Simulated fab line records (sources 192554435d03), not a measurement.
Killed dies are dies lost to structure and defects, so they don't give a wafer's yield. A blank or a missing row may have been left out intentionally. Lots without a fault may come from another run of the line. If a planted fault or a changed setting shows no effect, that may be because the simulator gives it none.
fab line records	flow n5Finfet
record lots=24	wafers=72	lastDay=17
route steps=1938 shown BEOL_M5@1149 BEOL_M6@1197
lots that met no fault: from a run of the same line without faults
startH: hours from the record's opening day to when the first of the lot's shown wafers began	waitH: hours since the lot's step before	" the same as in the row above	L1.1+2: a single row standing in for several wafers	- value missing, or start not given	* or withheld: withheld	< > ~ a bound
route shown NAME@n: NAME is a module with steps in the file, n the number in the route of the first one	usual: average and standard deviation across the fault-free wafers	same: alike in all rows	chamber/n: place in a boat	sites: each site's reading	_std_site: their standard deviation	_edge_site: outer sites' mean less inner sites'	radiusMm: for every site, how far away it sits from the centre of the wafer	mask NAME#n: copy n	behind: the most recent tool/chamber to have shaped the wafer	hold: reason for holding the lot/hours on hold/outcome of the hold	device: names the non-switching transistor (n, p or np)	end of line: tests of these same wafers at the route's end	step lacking rows: just its recipe	killed: at the first sort, the dies lost to defects and structure; wafer yield is something else	map: a wafer's dies, x killed, . not, _ none there
set.NAME: the setting that was run; set.NAME@STEP: the one run at that earlier step	model.NAME: the simulator's own value behind a step, which no gauge read
route steps across a sampled set of lots; one table per step, one row per wafer
services: when a tool's chamber went out of use (startH, in hours from the record's first day, below 0 if earlier), for how many hours, and the reason
## steps
# step N5_BEOL_M5_OVL_MEAS_29
# recipe pointsPerWafer=522
# usual V4_OVL=-0.2/0.67
lot.wafer	tool	chamber	startH	waitH	V4_OVL[nm]
L074.1	overlay-01	0	175.14	0.0	-0.9
L074.2	"	0	"	"	-0.6
L074.4	"	0	"	"	-0.7
L075.1	overlay-02	0	181.55	0.0	0.0
L075.3	"	0	"	"	-0.8
L075.4	"	0	"	"	-0.5
L076.2	overlay-01	0	190.27	0.0	0.0
L076.3	"	0	"	"	0.0
L076.5	"	0	"	"	-0.5
L077.2	overlay-01	0	202.50	0.0	-0.3
L077.5	"	0	"	"	-1.0
L077.6	"	0	"	"	0.0
L081.1	overlay-01	0	206.18	0.0	-0.7
L081.5	"	0	"	"	-0.4
L081.6	"	0	"	"	-0.1
L079.1	overlay-01	0	209.33	0.0	-0.6
L079.3	"	0	"	"	-1.2
L079.4	"	0	"	"	-0.4
L080.3	overlay-02	0	209.39	0.0	0.1
L080.4	"	0	"	"	1.0
L080.5	"	0	"	"	0.6
L078.1	overlay-02	0	209.56	0.0	0.2
L078.5	"	0	"	"	-0.2
L078.6	"	0	"	"	-0.2
L082.3	overlay-02	0	215.24	0.0	0.1
L082.4	"	0	"	"	0.8
L082.6	"	0	"	"	-0.2
L083.2	overlay-02	0	223.84	0.0	0.4
L083.4	"	0	"	"	-0.1
L083.5	"	0	"	"	0.0
L084.2	overlay-02	0	230.02	0.0	0.5
L084.5	"	0	"	"	0.3
L084.6	"	0	"	"	0.2
L085.2	overlay-01	0	251.25	0.0	0.1
L085.3	"	0	"	"	-1.9
L085.4	"	0	"	"	-1.0
L087.4	overlay-02	0	251.31	0.0	0.0
L087.5	"	0	"	"	-0.3
L087.6	"	0	"	"	0.5
L086.1	overlay-01	0	259.84	0.0	0.0
L086.3	"	0	"	"	0.2
L086.4	"	0	"	"	-0.3
L089.1	overlay-02	0	263.47	0.0	1.0
L089.3	"	0	"	"	0.8
L089.4	"	0	"	"	0.6
L091.2	overlay-01	0	265.29	0.0	0.0
L091.3	"	0	"	"	0.0
L091.5	"	0	"	"	0.4
L088.3	overlay-01	0	265.93	0.0	-1.1
L088.5	"	0	"	"	-0.2
L088.6	"	0	"	"	0.0
L090.1	overlay-02	0	270.25	0.0	0.3
L090.4	"	0	"	"	-1.7
L090.6	"	0	"	"	-0.3
L093.3	overlay-02	0	279.62	0.0	-1.5
L093.4	"	0	"	"	-1.6
L093.5	"	0	"	"	-1.5
L092.4	overlay-01	0	291.44	0.0	0.7
L092.5	"	0	"	"	0.2
L092.6	"	0	"	"	0.5
L094.1	overlay-01	0	299.39	0.0	-0.7
L094.4	"	0	"	"	-0.1
L094.6	"	0	"	"	-1.2
L096.1	overlay-02	0	314.95	0.0	-1.1
L096.3	"	0	"	"	-1.4
L096.5	"	0	"	"	-2.0
L095.1	overlay-01	0	315.00	0.0	-0.6
L095.3	"	0	"	"	-0.9
L095.4	"	0	"	"	-0.8
L097.3	overlay-01	0	319.38	0.0	1.2
L097.4	"	0	"	"	-0.1
L097.6	"	0	"	"	-0.3
# step N5_BEOL_M5_ETCH_75
# recipe chemistry=N2/H2	target=underlayer	targetDepthA=65	maskMaterial=CAR-EUV	timeS=5.2	ionEnergyEv=200	pressureMtorr=30	sourceW=840	biasW=150	n2FlowSccm=200	h2FlowSccm=200	ends=cleared
# usual drypumpMotorCurrentA=5.5/0.48	etchRfOnTimeS=5.22/0.097	oesProductAu=0.64/0.048	rfFwdPowerW=819.7/2.4	rfVppV=524/3.5	showerheadPlenumPTorr=2.54/0.12	throttleValvePct=17.95/0.24
lot.wafer	tool	chamber	startH	waitH	drypumpMotorCurrentA	etchRfOnTimeS	oesProductAu	rfFwdPowerW	rfHoursCounterH	rfVppV	showerheadPlenumPTorr	throttleValvePct
L074.1	rieDiel-03	2	175.26	0.0	6.4	5.21	0.64	817.3	154	525	2.66	17.73
L074.2	"	3	"	"	5.9	5.26	0.66	821.8	107	527	2.67	17.92
L074.4	"	0	"	"	5.3	5.23	0.63	817.4	177	527	2.52	18.01
L075.1	rieDiel-02	2	181.68	0.0	6.1	5.09	0.67	819.1	111	516	2.34	18.07
L075.3	"	3	"	"	5.6	5.13	0.73	818.2	54	527	2.67	17.64
L075.4	"	1	"	"	4.9	5.26	0.61	815.8	203	521	2.41	17.51
L076.2	rieDiel-03	3	190.39	0.0	5.9	5.25	0.66	815.8	111	527	2.67	17.93
L076.3	"	0	"	"	5.3	5.17	0.64	815.5	181	524	2.52	18.02
L076.5	"	0	"	"	5.3	5.18	0.63	818.4	-	525	2.52	18.03
L077.2	rieDiel-02	1	202.62	0.0	4.9	5.28	0.60	820.3	208	523	2.41	17.52
L077.5	"	3	"	"	5.6	5.20	0.73	817.9	-	527	2.67	17.64
L077.6	"	2	"	"	6.0	5.12	0.66	818.0	-	519	2.34	18.07
L081.1	rieDiel-03	0	206.31	0.0	5.3	5.25	0.62	819.9	185	525	2.52	18.02
L081.5	"	0	"	"	5.3	5.21	0.62	822.5	-	523	2.52	18.04
L081.6	"	1	"	"	5.2	5.36	0.62	819.2	-	524	2.53	18.14
L079.1	rieDiel-03	1	209.73	0.0	5.2	5.25	0.62	821.8	162	523	2.53	18.14
L079.3	"	0	"	"	5.3	5.21	0.62	817.0	186	525	2.52	18.06
L079.4	"	2	"	"	6.4	5.15	0.64	819.7	164	526	2.65	17.75
L080.3	rieDiel-01	2	210.02	0.0	4.8	5.09	0.77	819.6	26	528	2.71	17.74
L080.4	"	0	"	"	6.2	5.32	0.60	818.5	197	527	2.64	18.06
L080.5	"	2	"	"	4.8	5.10	0.79	818.5	-	528	2.70	17.75
L078.1	rieDiel-03	1	210.12	0.0	5.2	5.36	0.61	821.2	162	524	2.53	18.12
L078.5	"	1	"	"	5.2	5.31	0.62	822.5	-	523	2.53	18.13
L078.6	"	2	"	"	6.4	5.23	0.64	815.6	-	527	2.65	17.77
L082.3	rieDiel-02	0	215.35	0.0	5.3	5.35	0.62	821.5	178	523	2.55	18.25
L082.4	"	3	"	"	5.7	5.33	0.71	822.0	63	526	2.67	17.66
L082.6	"	0	"	"	5.3	5.35	0.62	818.4	-	523	2.55	18.26
L083.2	rieDiel-02	1	223.96	0.0	4.9	5.27	0.60	820.5	214	522	2.40	17.52
L083.4	"	3	"	"	5.6	5.19	0.72	818.4	66	527	2.67	17.66
L083.5	"	3	"	"	5.6	5.24	0.72	819.8	-	527	2.67	17.69
L084.2	rieDiel-02	1	230.14	0.0	4.9	5.28	0.60	822.2	216	520	2.40	17.53
L084.5	"	2	"	"	6.1	5.07	0.67	825.4	-	520	2.34	18.09
L084.6	"	1	"	"	4.9	5.28	0.60	818.8	-	520	2.40	17.53
L085.2	rieDiel-03	0	251.37	0.0	5.3	5.28	0.62	819.0	197	523	2.51	18.10
L085.3	"	3	"	"	5.8	5.32	0.64	817.9	129	528	2.66	17.97
L085.4	"	1	"	"	5.2	5.36	0.61	816.3	175	523	2.52	18.15
L087.4	rieDiel-02	3	251.62	0.0	5.7	5.25	0.71	816.7	75	527	2.67	17.68
L087.5	"	3	"	"	5.6	5.22	0.71	817.7	-	528	2.67	17.71
L087.6	"	2	"	"	6.1	5.12	0.65	821.4	-	519	2.33	18.10
L086.1	rieDiel-02	2	260.11	0.0	6.1	5.10	0.64	817.4	135	518	2.33	18.10
L086.3	"	3	"	"	5.6	5.16	0.70	819.9	78	527	2.66	17.69
L086.4	"	1	"	"	4.9	5.30	0.59	817.0	226	519	2.40	17.57
L089.1	rieDiel-02	0	263.60	0.0	5.3	5.33	0.61	822.2	194	525	2.54	18.29
L089.3	"	2	"	"	6.0	5.11	0.65	822.8	136	517	2.33	18.14
L089.4	"	3	"	"	5.6	5.25	0.70	820.3	79	529	2.66	17.72
L091.2	rieDiel-02	0	265.57	0.0	5.3	5.25	0.61	820.8	194	520	2.54	18.31
L091.3	"	2	"	"	6.0	5.11	0.65	819.4	137	517	2.33	18.13
L091.5	"	0	"	"	5.3	5.26	0.61	813.5	-	524	2.54	18.30
L088.3	rieDiel-03	2	266.04	0.0	6.5	5.23	0.62	821.7	181	528	2.65	17.81
L088.5	"	2	"	"	6.5	5.15	0.62	823.7	-	526	2.64	17.80
L088.6	"	3	"	"	5.8	5.34	0.63	823.3	-	529	2.66	17.98
L090.1	rieDiel-01	2	270.38	0.0	4.8	5.05	0.76	824.6	44	529	2.70	17.79
L090.4	"	0	"	"	6.2	5.35	0.59	816.5	215	527	2.63	18.08
L090.6	"	3	"	"	5.2	4.99	0.64	818.8	-	522	2.53	18.14
L093.3	rieDiel-01	1	279.98	0.0	5.8	5.21	0.70	818.5	67	527	2.70	18.18
L093.4	"	2	"	"	4.8	5.02	0.76	819.8	46	527	2.70	17.79
L093.5	"	2	"	"	4.8	5.04	0.76	823.0	-	530	2.70	17.81
L092.4	rieDiel-02	3	291.54	0.0	5.6	5.23	0.69	822.8	88	528	2.66	17.72
L092.5	"	1	"	"	4.9	5.33	0.59	821.7	-	519	2.39	17.56
L092.6	"	0	"	"	5.3	5.28	0.60	820.7	-	523	2.54	18.33
L094.1	rieDiel-01	3	299.51	0.0	5.2	4.99	0.63	816.5	190	523	2.52	18.11
L094.4	"	2	"	"	4.8	5.02	0.75	818.2	51	528	2.69	17.81
L094.6	"	3	"	"	5.2	5.00	0.64	819.6	-	523	2.52	18.11
L096.1	rieDiel-02	1	315.20	0.0	4.9	5.34	0.58	819.1	244	519	2.39	17.56
L096.3	"	3	"	"	5.6	5.23	0.70	821.6	96	529	2.66	17.72
L096.5	"	1	"	"	4.9	5.33	0.57	821.3	-	520	2.39	17.58
L095.1	rieDiel-03	0	315.61	0.0	5.3	5.17	0.60	820.6	216	522	2.50	18.07
L095.3	"	3	"	"	5.8	5.32	0.62	819.5	148	527	2.66	18.01
L095.4	"	1	"	"	5.2	5.35	0.59	819.0	194	523	2.52	18.17
L097.3	rieDiel-02	0	319.49	0.0	5.3	5.34	0.60	821.6	213	522	2.53	18.31
L097.4	"	2	"	"	6.1	5.15	0.63	822.5	153	522	2.32	18.17
L097.6	"	0	"	"	5.3	5.30	0.59	819.6	-	524	2.53	18.34
# step N5_BEOL_M5_STRIP_91
# recipe chemistry=N2/H2	timeS=10	powerW=450	tempC=40	pressureMtorr=20	rfFrequencyHz=6e+07	biasPowerW=7	n2FlowSccm=200	h2FlowSccm=200
# usual drypumpMotorCurrentA=5.5/0.48	oesProductAu=0.76/0.056	rfVppV=59.0/0.92	showerheadPlenumPTorr=2.54/0.12	throttleValvePct=23.7/0.3
lot.wafer	tool	chamber	startH	waitH	drypumpMotorCurrentA	oesProductAu	rfHoursCounterH	rfVppV	showerheadPlenumPTorr	throttleValvePct
L074.1	rieDiel-03	2	-	-	6.4	0.75	154	58.2	2.65	23.5
L074.2	"	3	"	"	5.8	0.78	107	58.2	2.67	23.7
L074.4	"	0	"	"	5.3	0.74	177	59.9	2.52	23.6
L075.1	rieDiel-02	2	-	-	6.1	0.79	111	57.2	2.33	23.9
L075.3	"	3	"	"	5.6	0.86	54	59.9	2.67	23.4
L075.4	"	1	"	"	4.9	0.70	203	59.5	2.40	23.2
L076.2	rieDiel-03	3	-	-	5.9	0.78	111	59.1	2.67	23.8
L076.3	"	0	"	"	5.3	0.73	181	58.8	2.51	23.6
L076.5	"	0	"	"	5.3	0.73	-	59.4	2.51	23.6
L077.2	rieDiel-02	1	-	-	4.9	0.70	208	59.3	2.40	23.2
L077.5	"	3	"	"	5.6	0.85	-	60.4	2.67	23.4
L077.6	"	2	"	"	6.1	0.79	-	56.6	2.33	23.9
L081.1	rieDiel-03	0	-	-	5.3	0.73	185	60.0	2.51	23.6
L081.5	"	0	"	"	5.3	0.74	-	59.2	2.51	23.6
L081.6	"	1	"	"	5.2	0.74	-	58.7	2.53	24.0
L079.1	rieDiel-03	1	-	-	5.2	0.73	162	58.4	2.52	24.0
L079.3	"	0	"	"	5.3	0.73	186	59.5	2.51	23.6
L079.4	"	2	"	"	6.5	0.74	164	60.1	2.65	23.6
L080.3	rieDiel-01	2	-	-	4.8	0.91	27	57.6	2.70	23.6
L080.4	"	0	"	"	6.1	0.70	197	58.0	2.64	23.9
L080.5	"	2	"	"	4.8	0.91	-	59.6	2.70	23.6
L078.1	rieDiel-03	1	-	-	5.2	0.73	162	57.1	2.52	24.0
L078.5	"	1	"	"	5.2	0.74	-	58.1	2.52	24.0
L078.6	"	2	"	"	6.4	0.73	-	59.8	2.65	23.6
L082.3	rieDiel-02	0	-	-	5.3	0.72	178	59.6	2.55	24.2
L082.4	"	3	"	"	5.6	0.85	63	56.8	2.67	23.4
L082.6	"	0	"	"	5.3	0.73	-	59.3	2.54	24.2
L083.2	rieDiel-02	1	-	-	4.9	0.70	214	58.6	2.40	23.2
L083.4	"	3	"	"	5.7	0.85	66	58.9	2.67	23.4
L083.5	"	3	"	"	5.6	0.85	-	59.7	2.67	23.4
L084.2	rieDiel-02	1	-	-	4.9	0.69	216	58.9	2.40	23.2
L084.5	"	2	"	"	6.1	0.77	-	58.6	2.33	23.9
L084.6	"	1	"	"	4.9	0.70	-	58.3	2.40	23.2
L085.2	rieDiel-03	0	-	-	5.3	0.72	197	60.6	2.51	23.7
L085.3	"	3	"	"	5.8	0.75	129	59.4	2.66	23.8
L085.4	"	1	"	"	5.2	0.71	176	58.5	2.52	24.0
L087.4	rieDiel-02	3	-	-	5.6	0.82	76	59.3	2.66	23.4
L087.5	"	3	"	"	5.7	0.82	-	59.7	2.66	23.4
L087.6	"	2	"	"	6.1	0.76	-	58.8	2.33	23.9
L086.1	rieDiel-02	2	-	-	6.0	0.77	135	58.7	2.33	23.9
L086.3	"	3	"	"	5.6	0.82	78	60.4	2.66	23.4
L086.4	"	1	"	"	4.9	0.69	226	58.6	2.39	23.2
L089.1	rieDiel-02	0	-	-	5.3	0.72	194	57.9	2.54	24.2
L089.3	"	2	"	"	6.1	0.77	136	57.8	2.32	23.9
L089.4	"	3	"	"	5.6	0.82	79	59.5	2.66	23.4
L091.2	rieDiel-02	0	-	-	5.3	0.72	195	59.9	2.54	24.2
L091.3	"	2	"	"	6.1	0.76	137	59.9	2.32	23.9
L091.5	"	0	"	"	5.3	0.71	-	60.1	2.54	24.2
L088.3	rieDiel-03	2	-	-	6.5	0.72	181	59.5	2.64	23.6
L088.5	"	2	"	"	6.4	0.72	-	60.6	2.64	23.6
L088.6	"	3	"	"	5.9	0.75	-	60.3	2.66	23.8
L090.1	rieDiel-01	2	-	-	4.8	0.89	44	58.3	2.69	23.6
L090.4	"	0	"	"	6.2	0.69	215	60.4	2.63	23.9
L090.6	"	3	"	"	5.2	0.75	-	58.4	2.52	23.9
L093.3	rieDiel-01	1	-	-	5.8	0.82	67	60.0	2.70	24.1
L093.4	"	2	"	"	4.8	0.89	46	60.0	2.69	23.6
L093.5	"	2	"	"	4.8	0.88	-	60.2	2.69	23.6
L092.4	rieDiel-02	3	-	-	5.6	0.81	88	59.8	2.66	23.4
L092.5	"	1	"	"	4.9	0.67	-	59.1	2.39	23.2
L092.6	"	0	"	"	5.3	0.71	-	57.2	2.53	24.2
L094.1	rieDiel-01	3	-	-	5.2	0.74	190	59.2	2.52	23.9
L094.4	"	2	"	"	4.8	0.87	51	59.4	2.69	23.6
L094.6	"	3	"	"	5.2	0.74	-	58.8	2.52	23.9
L096.1	rieDiel-02	1	-	-	4.9	0.67	244	58.2	2.39	23.2
L096.3	"	3	"	"	5.7	0.81	96	58.9	2.65	23.5
L096.5	"	1	"	"	4.9	0.67	-	58.6	2.39	23.2
L095.1	rieDiel-03	0	-	-	5.3	0.70	216	58.0	2.50	23.7
L095.3	"	3	"	"	5.8	0.74	148	60.4	2.65	23.8
L095.4	"	1	"	"	5.2	0.70	194	58.0	2.51	24.1
L097.3	rieDiel-02	0	-	-	5.3	0.71	213	60.4	2.53	24.2
L097.4	"	2	"	"	6.1	0.75	153	58.9	2.32	23.9
L097.6	"	0	"	"	5.3	0.71	-	58.7	2.53	24.2
# step N5_BEOL_M5_CURE_80
# recipe tempC=370	timeS=120	ambient=DMADMS/He	material=SiCOH_lowk
# usual lampPowerPct=52.31/0.055	wafer_temp_C_max=371.9/0.67
lot.wafer	tool	chamber	startH	waitH	lampPowerPct	wafer_temp_C_max
L074.1	uvCure-03	0	175.84	0.0	52.24	371.9
L074.2	"	0	"	"	52.25	372.0
L074.4	"	0	"	"	52.42	372.0
L075.1	uvCure-03	2	182.26	0.0	52.31	371.2
L075.3	"	2	"	"	52.26	371.4
L075.4	"	2	"	"	52.32	371.7
L076.2	uvCure-03	0	191.02	0.1	52.33	371.5
L076.3	"	0	"	"	52.28	370.9
L076.5	"	0	"	"	52.33	372.0
L077.2	uvCure-01	0	203.25	0.1	52.24	372.3
L077.5	"	0	"	"	52.30	372.2
L077.6	"	0	"	"	52.31	373.0
L081.1	uvCure-03	1	206.98	0.1	52.25	372.5
L081.5	"	1	"	"	52.37	372.9
L081.6	"	1	"	"	52.41	372.9
L079.1	uvCure-02	1	210.31	0.0	52.32	372.3
L079.3	"	1	"	"	52.28	371.6
L079.4	"	1	"	"	52.26	372.0
L078.1	uvCure-02	0	210.70	0.0	52.24	371.2
L078.5	"	0	"	"	52.37	371.4
L078.6	"	0	"	"	52.30	371.6
L080.3	uvCure-01	0	210.70	0.1	52.23	372.8
L080.4	"	0	"	"	52.27	372.3
L080.5	"	0	"	"	52.28	372.4
L082.3	uvCure-02	2	216.03	0.1	52.38	371.5
L082.4	"	2	"	"	52.31	370.9
L082.6	"	2	"	"	52.27	371.4
L083.2	uvCure-01	0	224.69	0.2	52.35	372.3
L083.4	"	0	"	"	52.32	373.1
L083.5	"	0	"	"	52.35	372.5
L084.2	uvCure-01	1	230.78	0.1	52.38	372.5
L084.5	"	1	"	"	52.21	372.9
L084.6	"	1	"	"	52.25	373.3
L085.2	uvCure-02	0	252.00	0.1	52.29	371.8
L085.3	"	0	"	"	52.30	371.6
L085.4	"	0	"	"	52.41	371.4
L087.4	uvCure-03	2	252.50	0.3	52.15	371.3
L087.5	"	2	"	"	52.37	371.3
L087.6	"	2	"	"	52.29	371.1
L086.1	uvCure-02	2	260.77	0.1	52.43	371.7
L086.3	"	2	"	"	52.35	371.7
L086.4	"	2	"	"	52.24	371.2
L089.1	uvCure-01	2	264.18	0.0	52.22	371.4
L089.3	"	2	"	"	52.39	371.1
L089.4	"	2	"	"	52.38	371.8
L091.2	uvCure-01	0	266.40	0.3	52.27	371.9
L091.3	"	0	"	"	52.38	372.5
L091.5	"	0	"	"	52.32	373.1
L088.3	uvCure-03	0	266.83	0.2	52.32	371.2
L088.5	"	0	"	"	52.32	371.5
L088.6	"	0	"	"	52.39	371.5
L090.1	uvCure-03	0	270.96	0.0	52.37	371.0
L090.4	"	0	"	"	52.31	371.5
L090.6	"	0	"	"	52.32	370.8
L093.3	uvCure-02	0	280.66	0.1	52.33	371.9
L093.4	"	0	"	"	52.33	372.1
L093.5	"	0	"	"	52.31	371.8
L092.4	uvCure-01	0	292.53	0.4	52.33	372.1
L092.5	"	0	"	"	52.26	373.1
L092.6	"	0	"	"	52.30	373.7
L094.1	uvCure-01	0	300.29	0.2	52.36	372.4
L094.4	"	0	"	"	52.34	372.0
L094.6	"	0	"	"	52.38	372.5
L096.1	uvCure-03	0	315.79	0.1	52.33	370.7
L096.3	"	0	"	"	52.32	371.2
L096.5	"	0	"	"	52.30	371.1
L095.1	uvCure-02	2	316.35	0.2	52.29	371.1
L095.3	"	2	"	"	52.24	371.8
L095.4	"	2	"	"	52.45	371.6
L097.3	uvCure-02	0	320.17	0.1	52.40	371.9
L097.4	"	0	"	"	52.36	371.6
L097.6	"	0	"	"	52.36	372.0
# step N5_BEOL_M5_SPUTTER_81
# recipe material=Cu	targetThkA=150	tempC=-20	chamberPressurePa=0.07	powerW=withheld	timeS=27.62
# usual throttleValvePct=30.5/1.1
lot.wafer	tool	chamber	startH	waitH	throttleValvePct
L074.1	pvdSputter-03	-	177.97	0.5	28.5
L074.2	"	-	"	"	30.4
L074.4	"	-	"	"	28.7
L075.1	pvdSputter-01	-	184.94	0.5	32.9
L075.3	"	-	"	"	30.0
L075.4	"	-	"	"	30.4
L076.2	pvdSputter-01	-	193.24	0.5	31.3
L076.3	"	-	"	"	30.1
L076.5	"	-	"	"	31.5
L077.2	pvdSputter-02	-	205.73	0.5	29.8
L077.5	"	-	"	"	30.3
L077.6	"	-	"	"	29.8
L081.1	pvdSputter-03	-	209.16	0.5	31.2
L081.5	"	-	"	"	31.2
L081.6	"	-	"	"	29.0
L079.1	pvdSputter-01	-	212.59	0.5	30.3
L079.3	"	-	"	"	31.2
L079.4	"	-	"	"	32.8
L080.3	pvdSputter-02	-	212.75	0.5	30.4
L080.4	"	-	"	"	30.1
L080.5	"	-	"	"	30.4
L078.1	pvdSputter-03	-	214.07	0.5	28.8
L078.5	"	-	"	"	30.8
L078.6	"	-	"	"	30.6
L082.3	pvdSputter-02	-	218.23	0.5	30.4
L082.4	"	-	"	"	30.7
L082.6	"	-	"	"	30.1
L083.2	pvdSputter-01	-	227.12	0.5	30.1
L083.4	"	-	"	"	32.6
L083.5	"	-	"	"	32.7
L084.2	pvdSputter-02	-	234.14	0.5	31.0
L084.5	"	-	"	"	29.9
L084.6	"	-	"	"	30.4
L085.2	pvdSputter-01	-	253.99	0.5	32.8
L085.3	"	-	"	"	31.2
L085.4	"	-	"	"	30.3
L087.4	pvdSputter-02	-	254.48	0.5	30.4
L087.5	"	-	"	"	30.9
L087.6	"	-	"	"	30.4
L086.1	pvdSputter-03	-	263.17	0.5	28.5
L086.3	"	-	"	"	31.3
L086.4	"	-	"	"	30.5
L089.1	pvdSputter-02	-	266.93	0.5	30.5
L089.3	"	-	"	"	30.5
L089.4	"	-	"	"	30.7
L091.2	pvdSputter-03	-	268.87	0.5	29.0
L091.3	"	-	"	"	31.4
L091.5	"	-	"	"	28.9
L088.3	pvdSputter-01	-	270.94	0.5	30.5
L088.5	"	-	"	"	29.8
L088.6	"	-	"	"	33.0
L090.1	pvdSputter-02	-	273.53	0.5	30.5
L090.4	"	-	"	"	31.0
L090.6	"	-	"	"	30.7
L093.3	pvdSputter-01	-	284.16	0.5	30.4
L093.4	"	-	"	"	32.7
L093.5	"	-	"	"	31.3
L092.4	pvdSputter-03	-	295.88	0.5	30.6
L092.5	"	-	"	"	31.1
L092.6	"	-	"	"	30.7
L094.1	pvdSputter-03	-	302.72	0.5	28.7
L094.4	"	-	"	"	28.8
L094.6	"	-	"	"	31.2
L096.1	pvdSputter-01	-	317.85	0.5	30.4
L096.3	"	-	"	"	32.8
L096.5	"	-	"	"	31.4
L095.1	pvdSputter-03	-	318.53	0.5	29.0
L095.3	"	-	"	"	30.7
L095.4	"	-	"	"	31.3
L097.3	pvdSputter-01	-	322.45	0.5	31.3
L097.4	"	-	"	"	32.8
L097.6	"	-	"	"	31.5
# step N5_BEOL_M6_PECVD_70
# recipe material=SiO2	targetThkA=200	tempC=400	precursor=TEOS/O2	pressureTorr=5.5	rfW=450	teosFlowSccm=53.8	gas=O2	flowSccm=3000	timeS=22.7
# usual heaterPowerW=726/96	rfFwdPowerW=445.3/1.7	showerheadPlenumPTorr=8.80/0.058	throttleValvePct=22.7/1.5
lot.wafer	tool	chamber	startH	waitH	heaterPowerW	rfFwdPowerW	showerheadPlenumPTorr	throttleValvePct
L074.1	pecvd-01	0	182.96	0.0	825	446.0	8.76	22.1
L074.2	"	2	"	"	761	444.0	8.77	21.2
L074.4	"	1	"	"	867	444.5	8.78	25.2
L075.1	pecvd-04	1	190.02	0.0	780	442.4	8.86	24.3
L075.3	"	2	"	"	647	445.3	8.81	22.8
L075.4	"	0	"	"	586	448.7	8.82	24.1
L076.2	pecvd-04	2	198.52	0.0	630	444.1	8.80	22.8
L076.3	"	0	"	"	480	445.2	8.79	24.3
L076.5	"	2	"	"	626	446.2	8.81	22.9
L077.2	pecvd-03	1	210.81	0.0	706	445.5	8.92	20.6
L077.5	"	2	"	"	762	445.3	8.81	22.3
L077.6	"	0	"	"	745	446.1	8.75	22.6
L081.1	pecvd-01	0	214.18	0.0	782	447.2	8.74	22.2
L081.5	"	1	"	"	822	445.8	8.78	25.5
L081.6	"	0	"	"	767	445.3	8.77	22.3
L079.1	pecvd-03	0	217.64	0.0	764	448.2	8.74	22.6
L079.3	"	2	"	"	785	445.7	8.82	22.5
L079.4	"	1	"	"	720	445.9	8.93	20.9
L080.3	pecvd-01	0	217.85	0.1	795	447.4	8.73	22.6
L080.4	"	2	"	"	644	442.0	8.76	21.7
L080.5	"	0	"	"	802	445.0	8.75	22.2
L078.1	pecvd-03	2	219.29	0.0	782	445.1	8.81	22.3
L078.5	"	0	"	"	754	449.3	8.71	22.4
L078.6	"	2	"	"	785	446.1	8.82	22.3
L082.3	pecvd-03	1	223.22	0.0	796	445.4	8.92	21.0
L082.4	"	0	"	"	730	443.7	8.72	22.4
L082.6	"	2	"	"	659	445.9	8.81	22.3
L083.2	pecvd-01	0	232.65	0.0	839	445.8	8.75	22.1
L083.4	"	0	"	"	874	446.7	8.75	22.3
L083.5	"	2	"	"	683	444.8	8.76	21.5
L084.2	pecvd-03	0	239.13	0.0	744	447.7	8.75	22.7
L084.5	"	2	"	"	621	445.3	8.81	22.4
L084.6	"	1	"	"	818	445.7	8.94	21.4
L085.2	pecvd-01	2	259.46	0.0	729	442.4	8.76	21.1
L085.3	"	1	"	"	816	443.2	8.77	25.5
L085.4	"	0	"	"	785	445.1	8.75	22.1
L087.4	pecvd-04	1	259.49	0.1	834	443.4	8.85	24.0
L087.5	"	2	"	"	575	444.6	8.78	20.8
L087.6	"	0	"	"	541	446.9	8.82	24.7
L086.1	pecvd-04	1	268.73	0.0	888	443.8	8.83	24.0
L086.3	"	0	"	"	554	446.4	8.79	24.5
L086.4	"	2	"	"	582	444.1	8.82	20.7
L089.1	pecvd-01	2	271.92	0.0	663	442.7	8.77	21.3
L089.3	"	0	"	"	705	447.7	8.74	22.4
L089.4	"	1	"	"	839	443.7	8.75	25.3
L091.2	pecvd-04	0	274.35	0.0	533	445.9	8.80	24.8
L091.3	"	2	"	"	537	443.2	8.82	21.0
L091.5	"	1	"	"	730	445.3	8.86	24.1
L090.1	pecvd-01	1	279.36	0.0	814	446.5	8.77	25.5
L090.4	"	1	"	"	796	445.8	8.77	25.5
L090.6	"	0	"	"	807	445.9	8.73	22.3
L088.3	pecvd-01	1	279.93	0.0	853	446.2	8.76	25.6
L088.5	"	0	"	"	749	447.1	8.76	22.0
L088.6	"	1	"	"	865	448.4	8.74	25.5
L093.3	pecvd-01	0	289.15	0.0	739	445.8	8.75	22.7
L093.4	"	2	"	"	729	441.9	8.77	21.3
L093.5	"	0	"	"	732	444.1	8.74	22.1
L092.4	pecvd-03	0	301.25	0.1	818	447.8	8.77	23.0
L092.5	"	2	"	"	630	444.4	8.82	22.7
L092.6	"	1	"	"	811	446.1	8.92	21.2
L094.1	pecvd-03	0	307.96	0.0	756	446.8	8.73	22.8
L094.4	"	1	"	"	798	445.6	8.93	21.0
L094.6	"	0	"	"	775	447.8	8.74	22.8
L096.1	pecvd-04	2	323.34	0.0	564	445.2	8.80	21.0
L096.3	"	1	"	"	796	444.3	8.85	24.2
L096.5	"	1	"	"	820	444.9	8.84	23.9
L095.1	pecvd-01	0	323.54	0.0	797	444.8	8.74	22.2
L095.3	"	0	"	"	797	446.9	8.76	22.3
L095.4	"	2	"	"	660	444.0	8.73	21.5
L097.3	pecvd-03	1	327.45	0.0	790	445.5	8.91	20.8
L097.4	"	2	"	"	790	442.6	8.83	22.7
L097.6	"	0	"	"	697	447.5	8.73	22.8
## services
tool	chamber	startH	hours	kind
rieDiel-03	2	153.41	8.3	repair
pecvd-04	0	154.02	4.6	repair
uvCure-01	-	164.93	5.8	repair
rieDiel-03	1	168.76	2.7	repair
uvCure-02	-	169.83	1.1	repair
uvCure-02	-	174.62	3.4	pm
rieDiel-01	1	178.44	15.9	repair
uvCure-02	-	201.50	1.0	pm
rieDiel-03	0	215.28	6.4	repair
pecvd-01	1	216.04	4.4	repair
uvCure-02	-	221.68	7.5	pm
uvCure-01	-	233.12	2.1	pm
pvdSputter-02	-	238.19	1.5	repair
uvCure-02	-	242.01	0.8	repair
rieDiel-01	-	250.99	1.8	repair
pecvd-01	2	259.72	5.5	scheduledDown
pecvd-04	-	275.15	6.0	pm
pvdSputter-02	-	285.64	5.0	repair
rieDiel-02	2	286.38	3.2	repair
uvCure-02	-	289.93	16.1	repair
pecvd-03	-	311.16	3.1	repair
pecvd-01	1	320.58	8.3	repair
rieDiel-03	3	322.36	15.4	repair
uvCure-01	-	326.29	0.4	repair
## key
fault none
